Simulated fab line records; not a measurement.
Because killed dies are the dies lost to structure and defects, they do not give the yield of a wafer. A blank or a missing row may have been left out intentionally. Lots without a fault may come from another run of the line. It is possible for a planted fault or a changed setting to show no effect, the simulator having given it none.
Split-lot study    flow n5-finfet    route with 1938 steps; 7 lots, 21 wafers read

== ABOUT THE SPLIT ==
At N5_BEOL_M13_ETCH_59 (etches BARC in N2/H2, target depth 89 nm, overetch 26.7 nm, time 67.9 s), the setting bias-w was moved away from the recipe's 150 W on 8 of the 21 wafers read, by -17.8% to +14.4%. The other wafers ran this setting at the recipe's value.

Reading taken at the split's own step.

== THE READING ==
rf-vpp-V, in V, at N5_BEOL_M13_ETCH_59 (etches BARC in N2/H2, target depth 89 nm, overetch 26.7 nm, time 67.9 s). A value of 523.9 V with a standard deviation of 2.1 V is what fault-free wafers of this fab line usually give.

wafer   tool, chamber at the split  bias-w as run, W  against the recipe  rf-vpp-V, V  against lot-mates on the recipe
L080.1  rie-diel-06, 1              150               recipe              524.1        -
L080.3  rie-diel-06, 2              136.3             -9.1%               492.8        -30.7
L080.5  rie-diel-06, 1              150               recipe              522.9        -
L079.1  rie-diel-03, 1              150               recipe              526.6        -
L079.3  rie-diel-03, 0              123.3             -17.8%              460.7        -65.9
L079.6  rie-diel-03, 3              123.3             -17.8%              464.9        -61.7
L090.2  rie-diel-06, 1              171.6             +14.4%              568.6        +41.8
L090.3  rie-diel-06, 3              171.6             +14.4%              571.1        +44.3
L090.4  rie-diel-06, 0              150               recipe              526.8        -
L093.1  rie-diel-03, 2              150               recipe              521.6        -
L093.2  rie-diel-03, 0              150               recipe              520.7        -
L093.4  rie-diel-03, 3              150               recipe              527.1        -
L095.3  rie-diel-04, 2              150               recipe              520.4        -
L095.5  rie-diel-04, 0              150               recipe              522.3        -
L095.6  rie-diel-04, 2              150               recipe              520.3        -
L096.1  rie-diel-06, 2              150               recipe              523.8        -
L096.3  rie-diel-06, 3              159.5             +6.3%               546.4        +22.3
L096.5  rie-diel-06, 2              150               recipe              524.4        -
L097.3  rie-diel-03, 2              166.1             +10.7%              556.9        +30.9
L097.5  rie-diel-03, 0              166.1             +10.7%              556.7        +30.7
L097.6  rie-diel-03, 1              150               recipe              526.0        -

THE FIT
A straight line over all 21 wafers: rf-vpp-V changes by +3.31 V for each +1% of bias-w; r = +1.00; the points scatter about the line by 2.4 V.
The same after taking each lot's own level away (the mean of its wafers on the recipe; 21 wafers): +3.29 V for each +1%; r = +1.00; scatter 2.7 V.
On that fit, the largest move of bias-w shifts the reading by 59 V.
From 521.00 to 526.80 V: that is the span of the lots' own levels, equal to 2.8 times the standard deviation above.
The two slopes are in agreement: the lot-to-lot level therefore moves the slope only a little.
Check: for one of the wafers moved furthest among these (-17.8%), held out of the fit, the line's prediction against its lot-mates is -57.3 V. Against them it came out at -65.9 V.
Tool readings at the split's step, against how far the setting was moved: rf-vpp-V r = +1.00.

== ADDITIONAL SPLITS CARRIED BY THESE WAFERS ==
Before the reading, these wafers also passed through other splits. Each is held against what the fit with the lots' levels taken away leaves over:
other split on the same wafers  wafers away from the commonest value  r with rf-vpp-V (lot level and that fit taken away)
N5_BEOL_M9_SPUTTER_48 power-w   7                                     -0.27
N5_BEOL_M11_PECVD_70 time-s     5                                     -0.09
N5_BEOL_M11_COAT_59 spin-rpm    5                                     -0.32
N5_BEOL_M12_COAT_04 spin-rpm    6                                     -0.02
N5_BEOL_M13_COAT_04 spin-rpm    8                                     +0.32

== THE FILE'S OWN FIT ==
rf-vpp-V changes by +3.29 V for each +1% of bias-w, r = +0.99.
